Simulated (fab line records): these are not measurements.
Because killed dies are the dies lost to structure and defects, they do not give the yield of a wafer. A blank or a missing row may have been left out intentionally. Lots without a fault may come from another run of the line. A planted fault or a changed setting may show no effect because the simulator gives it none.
Which tool did it? | flow n5Finfet | Sampling: 11 lots, 33 wafers, 4 of 1938 route steps

== WHAT EACH GAUGE READ, for each wafer ==
The record holds no reading of a measuring or inspecting step that can be judged against a usual standard deviation.

== WHAT TOOL EACH LOT RAN ON (gives the tool, then ch and the chambers of the sampled wafers, and finally the start) ==
lot  | N5_FIN_SAQP_HM_CD_35  | N5_FIN_SAQP_ETCH_64            | N5_FIN_CUT_CUT_ETCH_27           | N5_FIN_CUT_CUT_ETCH_15
L195 | cdSem-01, day 2 03:50 | rieSi-04 ch 1,2, day 2 03:53   | rieDiel-01 ch 1,2,3, day 2 05:11 | rieSi-03 ch 0,1,2, day 2 05:20
L196 | cdSem-01, day 2 08:20 | rieSi-06 ch 0,1, day 2 08:23   | rieDiel-03 ch 0,1,3, day 2 09:41 | rieSi-01 ch 0,2,3, day 2 09:50
L200 | cdSem-01, day 3 10:48 | rieSi-02 ch 2,3, day 3 10:51   | rieDiel-02 ch 1,3, day 3 12:02   | rieSi-01 ch 0,2,3, day 3 12:11
L205 | cdSem-02, day 4 14:33 | rieSi-06 ch 0,1,2, day 4 14:36 | rieDiel-01 ch 0,2,3, day 4 16:28 | rieSi-01 ch 0,2, day 4 16:37
L206 | cdSem-01, day 4 23:31 | rieSi-04 ch 0,1,3, day 4 23:34 | rieDiel-02 ch 1,3, day 5 00:44   | rieSi-03 ch 0,2, day 5 00:58
L208 | cdSem-01, day 5 09:31 | rieSi-06 ch 1,2,3, day 5 09:34 | rieDiel-02 ch 0,2, day 5 11:41   | rieSi-03 ch 0,3, day 5 11:50
L210 | cdSem-01, day 5 20:20 | rieSi-04 ch 0,3, day 5 20:23   | rieDiel-01 ch 0,2,3, day 5 21:41 | rieSi-05 ch 0,3, day 5 21:50
L211 | cdSem-03, day 6 03:08 | rieSi-04 ch 0,1,3, day 6 03:11 | rieDiel-01 ch 0,2,3, day 6 04:49 | rieSi-05 ch 0,1,3, day 6 04:58
L214 | cdSem-01, day 6 21:37 | rieSi-06 ch 0,2,3, day 6 21:40 | rieDiel-03 ch 1,2,3, day 6 22:50 | rieSi-05 ch 0,2,3, day 6 23:00
L215 | cdSem-01, day 7 02:31 | rieSi-04 ch 1,2,3, day 7 02:34 | rieDiel-01 ch 0,1,3, day 7 03:57 | rieSi-05 ch 1,2,3, day 7 04:07
L217 | cdSem-01, day 7 15:34 | rieSi-02 ch 1,3, day 7 15:37   | rieDiel-01 ch 0,2,3, day 7 17:25 | rieSi-01 ch 0,1, day 7 17:37
- N5_FIN_SAQP_HM_CD_35: target cd 8 nm.
- N5_FIN_SAQP_ETCH_64: etches SiO2 in CF4, target depth 1.5 nm.
- N5_FIN_CUT_CUT_ETCH_27: etches SiO2 in CHF3/O2, target depth 4 nm, overetch 2 nm, time 4.9 s.
- N5_FIN_CUT_CUT_ETCH_15: etches Si in HBr/Cl2/O2, target depth 100 nm, bt time 10 s, time 42.4 s.

== WHAT THE TOOLS THEMSELVES READ (means of the sampled wafers that have a number; where no wafer has one, the mark that the record gives instead) ==
N5_FIN_SAQP_HM_CD_35. Usual: cdNm 8.08 nm, standard deviation 0.23.
lot  | tool     | cdNm (nm) | flag
L195 | cdSem-01 | 8.19      | 
L196 | cdSem-01 | 8.08      | 
L200 | cdSem-01 | 7.92      | 
L205 | cdSem-02 | 8.10      | 
L206 | cdSem-01 | 8.09      | 
L208 | cdSem-01 | 8.18      | 
L210 | cdSem-01 | 7.99      | 
L211 | cdSem-03 | 8.20      | 
L214 | cdSem-01 | 7.95      | 
L215 | cdSem-01 | 8.04      | 
L217 | cdSem-01 | 8.04      | 

N5_FIN_SAQP_ETCH_64. Usual: biasW 400.0 W, standard deviation 1.2; drypumpMotorCurrentA 6.0 A, standard deviation 0.53; oesProductAu 0.992 a.u., standard deviation 0.02; rfFwdPowerW 784 W, standard deviation 4.7; throttleValvePct 21.82 %, standard deviation 0.28.
lot  | tool     | biasW (W) | drypumpMotorCurrentA (A) | oesProductAu (a.u.) | rfFwdPowerW (W) | throttleValvePct (%) | flag
L195 | rieSi-04 | 398.4     | 5.5                      | 0.992               | 781             | 22.14                | 
L196 | rieSi-06 | 399.2     | 6.4                      | 0.987               | 781             | 21.90                | 
L200 | rieSi-02 | 400.9     | 6.3                      | 1.004               | 793             | 21.55                | 
L205 | rieSi-06 | 400.0     | 6.4                      | 0.998               | 782             | 21.75                | 
L206 | rieSi-04 | 399.6     | 5.4                      | 0.973               | 783             | 22.09                | 
L208 | rieSi-06 | 399.6     | 6.2                      | 0.999               | 782             | 21.61                | 
L210 | rieSi-04 | 399.3     | 5.2                      | 0.975               | 783             | 21.94                | 
L211 | rieSi-04 | 399.8     | 5.4                      | 0.983               | 782             | 22.09                | 
L214 | rieSi-06 | 399.6     | 6.3                      | 1.002               | 783             | 21.60                | 
L215 | rieSi-04 | 401.0     | 5.7                      | 1.001               | 784             | 22.14                | 
L217 | rieSi-02 | 399.8     | 6.6                      | 0.976               | 789             | 21.78                | 

N5_FIN_CUT_CUT_ETCH_27. Usual: biasW 169.9 W, standard deviation 0.47; drypumpMotorCurrentA 5.7 A, standard deviation 0.36; oes_ar_750_au 0.76 a.u., standard deviation 0.05; oesProductAu 0.60 a.u., standard deviation 0.041; rfFwdPowerW 644.2 W, standard deviation 2.6; rfVppV 524 V, standard deviation 6.8; showerheadPlenumPTorr 2.40 Torr, standard deviation 0.069; throttleValvePct 19.03 %, standard deviation 0.22.
lot  | tool       | biasW (W) | drypumpMotorCurrentA (A) | oes_ar_750_au (a.u.) | oesProductAu (a.u.) | rfFwdPowerW (W) | rfVppV (V) | showerheadPlenumPTorr (Torr) | throttleValvePct (%) | flag
L195 | rieDiel-01 | 169.8     | 6.0                      | 0.77                 | 0.61                | 645.2           | 526        | 2.41                         | 18.98                | 
L196 | rieDiel-03 | 170.1     | 5.6                      | 0.76                 | 0.60                | 644.5           | 528        | 2.37                         | 19.08                | 
L200 | rieDiel-02 | 170.4     | 5.2                      | 0.71                 | 0.57                | 640.6           | 530        | 2.37                         | 19.23                | 
L205 | rieDiel-01 | 170.1     | 5.9                      | 0.75                 | 0.59                | 644.6           | 525        | 2.40                         | 18.98                | 
L206 | rieDiel-02 | 169.7     | 5.4                      | 0.72                 | 0.58                | 641.8           | 530        | 2.43                         | 19.13                | 
L208 | rieDiel-02 | 169.9     | 5.7                      | 0.80                 | 0.62                | 646.8           | 514        | 2.39                         | 18.88                | 
L210 | rieDiel-01 | 170.2     | 5.9                      | 0.75                 | 0.59                | 645.6           | 525        | 2.40                         | 19.01                | 
L211 | rieDiel-01 | 170.4     | 5.9                      | 0.74                 | 0.58                | 645.7           | 526        | 2.40                         | 19.01                | 
L214 | rieDiel-03 | 170.2     | 5.6                      | 0.74                 | 0.59                | 641.7           | 523        | 2.36                         | 19.19                | 
L215 | rieDiel-01 | 169.9     | 6.0                      | 0.74                 | 0.58                | 644.7           | 526        | 2.37                         | 19.00                | 
L217 | rieDiel-01 | 169.7     | 5.9                      | 0.73                 | 0.58                | 644.6           | 524        | 2.39                         | 19.02                | 

N5_FIN_CUT_CUT_ETCH_15. Usual: drypumpMotorCurrentA 5.8 A, standard deviation 0.43; oesProductAu 1.000 a.u., standard deviation 0.014; throttleValvePct 37.03 %, standard deviation 0.26.
lot  | tool     | drypumpMotorCurrentA (A) | oesProductAu (a.u.) | throttleValvePct (%) | flag
L195 | rieSi-03 | 6.1                      | 0.994               | 37.12                | 
L196 | rieSi-01 | 6.2                      | 0.997               | 36.82                | 
L200 | rieSi-01 | 6.2                      | 0.995               | 36.82                | 
L205 | rieSi-01 | 6.0                      | 1.002               | 37.05                | 
L206 | rieSi-03 | 5.9                      | 0.998               | 37.35                | 
L208 | rieSi-03 | 5.5                      | 1.008               | 37.23                | 
L210 | rieSi-05 | 5.7                      | 0.991               | 37.14                | 
L211 | rieSi-05 | 5.5                      | 0.992               | 37.07                | 
L214 | rieSi-05 | 5.7                      | 0.994               | 37.07                | 
L215 | rieSi-05 | 5.5                      | 0.999               | 37.01                | 
L217 | rieSi-01 | 5.6                      | 1.017               | 37.12                | 

== THE ANSWER, worked out from the rows above alone ==
Rule: a lot counts as off when the mean over its wafers that have a number is more than 3 standard deviations away from the usual mean. Also off: a lot with no number at a reading for which 4 or more lots have one. All remaining lots with rows at the step are treated as sound. Order of review: gauges by route order, followed by the tools' own readings, for which a lot's mean as printed above is used. At the first step where some lot is off, the reading lying furthest off is the one used; lots without a number count as furthest.
Nothing can be told from this: no lot is off at any reading shown.

== WHAT THE SIMULATOR HAD PUT IN ==
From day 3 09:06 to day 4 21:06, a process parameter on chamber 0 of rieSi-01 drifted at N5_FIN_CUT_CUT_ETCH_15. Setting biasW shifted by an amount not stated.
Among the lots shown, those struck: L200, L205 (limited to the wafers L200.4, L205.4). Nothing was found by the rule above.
